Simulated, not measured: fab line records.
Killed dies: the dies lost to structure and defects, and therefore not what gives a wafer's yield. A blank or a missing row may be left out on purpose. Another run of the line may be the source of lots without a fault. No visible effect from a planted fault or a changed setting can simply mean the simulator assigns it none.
Split-lot experiment || flow n5Finfet || route with 1938 steps; 7 lots, 21 wafers read

ON THE SPLIT
At N5_SD_EPI_N_ETCH_16 (etches SiO2 in CHF3/O2, target depth 5 nm), the setting targetDepthA was moved away from the recipe's 50 angstrom on 8 of the 21 wafers read, by -11.7% to +11.9%. This setting was run at the recipe's value on the other wafers.

The reading comes from the split's own step.

THE READING
etch.depthNm (the simulator's own value, which no gauge read), in nm, at N5_SD_EPI_N_ETCH_16 (etches SiO2 in CHF3/O2, target depth 5 nm). There is no usual value for it anywhere in the file. The 13 wafers here that ran the recipe average 5.038 nm, standard deviation 0.06 nm.

{"wafer": "L074.4", "tool, chamber at the split": "rieDiel-01, 2", "targetDepthA as run, angstrom": 50, "against the recipe": "recipe", "etch.depthNm, nm": 5.129, "against lot-mates on the recipe": "-"}
{"wafer": "L074.5", "tool, chamber at the split": "rieDiel-01, 2", "targetDepthA as run, angstrom": 50, "against the recipe": "recipe", "etch.depthNm, nm": 5.072, "against lot-mates on the recipe": "-"}
{"wafer": "L074.6", "tool, chamber at the split": "rieDiel-01, 1", "targetDepthA as run, angstrom": 50, "against the recipe": "recipe", "etch.depthNm, nm": 4.975, "against lot-mates on the recipe": "-"}
{"wafer": "L075.2", "tool, chamber at the split": "rieDiel-02, 3", "targetDepthA as run, angstrom": 44.66, "against the recipe": "-10.7%", "etch.depthNm, nm": 4.465, "against lot-mates on the recipe": -0.578}
{"wafer": "L075.3", "tool, chamber at the split": "rieDiel-02, 2", "targetDepthA as run, angstrom": 50, "against the recipe": "recipe", "etch.depthNm, nm": 5.043, "against lot-mates on the recipe": "-"}
{"wafer": "L075.4", "tool, chamber at the split": "rieDiel-02, 0", "targetDepthA as run, angstrom": 44.66, "against the recipe": "-10.7%", "etch.depthNm, nm": 4.387, "against lot-mates on the recipe": -0.656}
{"wafer": "L084.3", "tool, chamber at the split": "rieDiel-05, 2", "targetDepthA as run, angstrom": 50, "against the recipe": "recipe", "etch.depthNm, nm": 5.029, "against lot-mates on the recipe": "-"}
{"wafer": "L084.5", "tool, chamber at the split": "rieDiel-05, 0", "targetDepthA as run, angstrom": 50, "against the recipe": "recipe", "etch.depthNm, nm": 4.903, "against lot-mates on the recipe": "-"}
{"wafer": "L084.6", "tool, chamber at the split": "rieDiel-05, 3", "targetDepthA as run, angstrom": 50, "against the recipe": "recipe", "etch.depthNm, nm": 5.056, "against lot-mates on the recipe": "-"}
{"wafer": "L088.1", "tool, chamber at the split": "rieDiel-05, 2", "targetDepthA as run, angstrom": 55.06, "against the recipe": "+10.1%", "etch.depthNm, nm": 5.576, "against lot-mates on the recipe": "+0.493"}
{"wafer": "L088.3", "tool, chamber at the split": "rieDiel-05, 3", "targetDepthA as run, angstrom": 50, "against the recipe": "recipe", "etch.depthNm, nm": 5.105, "against lot-mates on the recipe": "-"}
{"wafer": "L088.5", "tool, chamber at the split": "rieDiel-05, 2", "targetDepthA as run, angstrom": 50, "against the recipe": "recipe", "etch.depthNm, nm": 5.061, "against lot-mates on the recipe": "-"}
{"wafer": "L091.1", "tool, chamber at the split": "rieDiel-02, 3", "targetDepthA as run, angstrom": 50, "against the recipe": "recipe", "etch.depthNm, nm": 5.101, "against lot-mates on the recipe": "-"}
{"wafer": "L091.2", "tool, chamber at the split": "rieDiel-02, 1", "targetDepthA as run, angstrom": 50, "against the recipe": "recipe", "etch.depthNm, nm": 4.965, "against lot-mates on the recipe": "-"}
{"wafer": "L091.5", "tool, chamber at the split": "rieDiel-02, 1", "targetDepthA as run, angstrom": 50, "against the recipe": "recipe", "etch.depthNm, nm": 5.015, "against lot-mates on the recipe": "-"}
{"wafer": "L093.1", "tool, chamber at the split": "rieDiel-05, 2", "targetDepthA as run, angstrom": 55.93, "against the recipe": "+11.9%", "etch.depthNm, nm": 5.578, "against lot-mates on the recipe": "no lot-mate on the recipe"}
{"wafer": "L093.2", "tool, chamber at the split": "rieDiel-05, 3", "targetDepthA as run, angstrom": 55.93, "against the recipe": "+11.9%", "etch.depthNm, nm": 5.557, "against lot-mates on the recipe": "no lot-mate on the recipe"}
{"wafer": "L093.5", "tool, chamber at the split": "rieDiel-05, 2", "targetDepthA as run, angstrom": 55.93, "against the recipe": "+11.9%", "etch.depthNm, nm": 5.623, "against lot-mates on the recipe": "no lot-mate on the recipe"}
{"wafer": "L097.4", "tool, chamber at the split": "rieDiel-01, 0", "targetDepthA as run, angstrom": 50, "against the recipe": "recipe", "etch.depthNm, nm": 5.037, "against lot-mates on the recipe": "-"}
{"wafer": "L097.5", "tool, chamber at the split": "rieDiel-01, 2", "targetDepthA as run, angstrom": 44.13, "against the recipe": "-11.7%", "etch.depthNm, nm": 4.507, "against lot-mates on the recipe": -0.530}
{"wafer": "L097.6", "tool, chamber at the split": "rieDiel-01, 3", "targetDepthA as run, angstrom": 44.13, "against the recipe": "-11.7%", "etch.depthNm, nm": 4.461, "against lot-mates on the recipe": -0.576}

FIT RESULTS
A straight line over all 21 wafers: etch.depthNm changes by +0.0496 nm for each +1% of targetDepthA; r = +0.99; the points scatter about the line by 0.062 nm.
The same after taking each lot's own level away (the mean of its wafers on the recipe; 18 wafers): +0.0512 nm for each +1%; r = +0.98; scatter 0.059 nm.
On that fit, the largest move of targetDepthA shifts the reading by 0.61 nm.
The span of the lots' own levels, 4.9960 to 5.0830 nm, comes to 1.4 times the standard deviation stated above.
The two slopes agree, so the slope changes little with the lot-to-lot level.
Check: for one of the wafers moved furthest among these (-11.7%), held out of the fit, the line's prediction against its lot-mates is -0.627 nm. It came out at -0.53 nm against them.

OTHER SPLITS ON THESE WAFERS
These wafers also went through other splits before the reading. Each is held against what the fit with the lots' levels taken away leaves over:
{"other split on the same wafers": "N5_WELL_APT_COAT_02 spinRpm", "wafers away from the commonest value": 5, "r with etch.depthNm (lot level and that fit taken away)": "+0.33"}
{"other split on the same wafers": "N5_PMOS_HMC_CHANNEL_EPI_COAT_31 spinRpm", "wafers away from the commonest value": 6, "r with etch.depthNm (lot level and that fit taken away)": "+0.18"}
{"other split on the same wafers": "N5_PMOS_HMC_CHANNEL_EPI_DEVELOP_08 developTimeS", "wafers away from the commonest value": 10, "r with etch.depthNm (lot level and that fit taken away)": "+0.10"}
{"other split on the same wafers": "N5_FIN_SAQP_HM_DEP_72 timeS", "wafers away from the commonest value": 6, "r with etch.depthNm (lot level and that fit taken away)": -0.15}
{"other split on the same wafers": "N5_FIN_SAQP_DESCUM_21 timeS", "wafers away from the commonest value": 4, "r with etch.depthNm (lot level and that fit taken away)": -0.36}
{"other split on the same wafers": "N5_FIN_CUT_COAT_19 spinRpm", "wafers away from the commonest value": 8, "r with etch.depthNm (lot level and that fit taken away)": "+0.00"}
{"other split on the same wafers": "N5_SD_EPI_N_COAT_33 spinRpm", "wafers away from the commonest value": 8, "r with etch.depthNm (lot level and that fit taken away)": "+0.14"}

FILE'S OWN FIT
etch.depthNm changes by +0.051 nm for each +1% of targetDepthA, r = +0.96.
